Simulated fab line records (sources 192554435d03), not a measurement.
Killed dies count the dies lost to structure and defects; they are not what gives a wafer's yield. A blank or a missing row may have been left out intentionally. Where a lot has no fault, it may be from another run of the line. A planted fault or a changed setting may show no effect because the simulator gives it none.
Chamber matching | flow n5-finfet | rie-diel-05 running N5_BEOL_M1_STRIP_36: 4 sister chambers
The step strips in N2/H2. 14 wafers are shown with their chamber, then 7 later ones without.

== WAFERS PAIRED WITH THEIR CHAMBERS ==
wafer  | chamber | showerhead-plenum-p-Torr (Torr) | drypump-motor-current-A (A) | throttle-valve-pct (%)
L076.3 | 0       | 2.50                            | 5.5                         | 23.62
L076.4 | 2       | 2.39                            | 5.5                         | 23.44
L076.5 | 0       | 2.50                            | 5.6                         | 23.60
L081.2 | 3       | 2.59                            | 4.9                         | 23.23
L081.3 | 0       | 2.50                            | 5.6                         | 23.62
L081.4 | 1       | 2.69                            | 5.4                         | 23.02
L083.1 | 0       | 2.50                            | 5.6                         | 23.63
L083.3 | 1       | 2.69                            | 5.5                         | 23.05
L083.5 | 1       | 2.69                            | 5.4                         | 23.05
L087.1 | 3       | 2.58                            | 4.9                         | 23.24
L087.2 | 1       | 2.68                            | 5.4                         | 23.09
L087.5 | 0       | 2.49                            | 5.6                         | 23.34
L089.2 | 0       | 2.49                            | 5.6                         | 23.39
L089.3 | 3       | 2.58                            | 5.0                         | 23.23

SIGNATURES (means of the wafers above)
reading                  | chamber 0 | chamber 1 | chamber 2 | chamber 3 | scatter within a chamber
showerhead-plenum-p-Torr | 2.4967    | 2.6875    | 2.3900    | 2.5833    | 0.00524
drypump-motor-current-A  | 5.583     | 5.425     | 5.500     | 4.933     | 0.0474
throttle-valve-pct       | 23.5333   | 23.0525   | 23.4400   | 23.2333   | 0.0945
Rule: for each reading, subtract the chamber's mean from the wafer's reading, divide by that reading's scatter and square the result; add these up over the readings and take the root, which gives the wafer's distance from the chamber. The wafer belongs to the nearest chamber; if the next one is less than 2 further off, it can't be placed. The scatter is the square root of a quotient: the sum, over the shown wafers, of each reading's squared deviation from its chamber's mean, divided by wafers minus chambers.

== WAFERS MISSING THEIR CHAMBER ==
wafer  | showerhead-plenum-p-Torr (Torr) | drypump-motor-current-A (A) | throttle-valve-pct (%)
L089.5 | 2.68                            | 5.4                         | 23.10
L093.1 | 2.67                            | 5.4                         | 23.11
L093.2 | 2.70                            | 5.6                         | 23.34
L093.6 | 2.67                            | 5.4                         | 23.13
L096.1 | 2.57                            | 5.0                         | 23.26
L096.2 | 2.67                            | 5.4                         | 23.09
L096.4 | 2.70                            | 5.6                         | 23.30

== WHICH CHAMBER EACH ONE RAN IN ==
wafer  | from the rows above | in truth
L089.5 | 1                   | 1
L093.1 | 1                   | 1
L093.2 | 1                   | 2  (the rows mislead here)
L093.6 | 1                   | 1
L096.1 | 3                   | 3
L096.2 | 1                   | 1
L096.4 | 1                   | 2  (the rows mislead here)
5 of 7 placed correctly. Number that these rows cannot place: 0. Placed wrongly: 2.
